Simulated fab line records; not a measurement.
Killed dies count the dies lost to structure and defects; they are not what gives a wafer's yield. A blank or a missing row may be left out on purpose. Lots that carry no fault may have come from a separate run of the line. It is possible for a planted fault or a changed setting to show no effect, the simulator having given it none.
Matching of chambers	flow nand_harc	NHARC_A_M0_STRIP_18 on rie_diel-12: 4 sister chambers
The step strips in N2/H2. 4 wafers are shown with their chamber, then 7 later ones without.

== WAFERS PAIRED WITH THEIR CHAMBERS ==
wafer	chamber	drypump_motor_current_A (A)
L076.5	2	5.8
L082.2	3	6.2
L091.2	0	6.0
L091.3	1	5.3

== WAFERS MISSING THEIR CHAMBER ==
wafer	drypump_motor_current_A (A)
L091.4	5.8
L096.1	6.0
L096.2	6.2
L096.5	6.3
L097.2	6.0
L097.3	5.3
L097.4	6.2

== THE CHAMBER EACH PASSED THROUGH ==
wafer	from the rows above	in truth
L091.4	2	2
L096.1	0	0
L096.2	3	3
L096.5	3	3
L097.2	0	0
L097.3	1	1
L097.4	3	3
7 of 7 placed correctly. Can't be placed from these rows: 0. Placed wrongly: 0.
How it was worked out, from the rows above alone: a wafer's distance from a chamber is the root of the sum, over the readings, of the square of ((its reading less the chamber's mean) divided by the reading's scatter). If the next closest chamber is less than 2 further off than the closest, the wafer can't be placed; otherwise it belongs to the closest. The mean given for a chamber averages the wafers shown for that chamber. The scatter: root of mean squared gap, hidden wafer to nearest shown wafer, with one shown wafer a chamber.
